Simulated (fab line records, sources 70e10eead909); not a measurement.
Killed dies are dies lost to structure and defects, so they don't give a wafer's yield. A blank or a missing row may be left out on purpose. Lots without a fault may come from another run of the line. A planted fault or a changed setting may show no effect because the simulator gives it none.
Chamber matching | flow nand_harc | NHARC_A_STAIRCASE_ALD_420 on ald_hk-04: 4 sister chambers
The step deposits SiO2, target thk 20 nm, pulse time 6 s, ald cycles 200. 4 wafers are shown with their chamber, then 7 later ones without.

WAFERS WITH THEIR CHAMBER
wafer  | chamber | heater_power_w (W)
L088.3 | 0       | 494
L088.5 | 3       | 486
L090.2 | 2       | 431
L090.3 | 1       | 410

WAFERS WITHOUT THEIR CHAMBER
wafer  | heater_power_w (W)
L090.6 | 429
L094.4 | 419
L094.5 | 495
L094.6 | 398
L097.1 | 418
L097.3 | 496
L097.5 | 430

WHICH CHAMBER EACH WENT THROUGH
wafer  | from the rows above     | in truth
L090.6 | 2                       | 2
L094.4 | can't be placed: 1 or 2 | 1
L094.5 | can't be placed: 0 or 3 | 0
L094.6 | 1                       | 1
L097.1 | can't be placed: 1 or 2 | 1
L097.3 | can't be placed: 0 or 3 | 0
L097.5 | 2                       | 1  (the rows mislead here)
Placed correctly: 2 of 7. Can't be placed from these rows: 4 (the true chamber is among the candidates in 4). Placed wrongly: 1.
How it was worked out, from the rows above alone: a wafer's distance from a chamber is the root of the sum, over the readings, of the square of ((its reading less the chamber's mean) divided by the reading's scatter). The wafer belongs to the nearest chamber; if the next one is less than 2 further off, it can't be placed. A chamber's mean is the mean of its shown wafers. The scatter: with one shown wafer a chamber, the root of the mean of the squares of how far each hidden wafer lies from its nearest shown one.
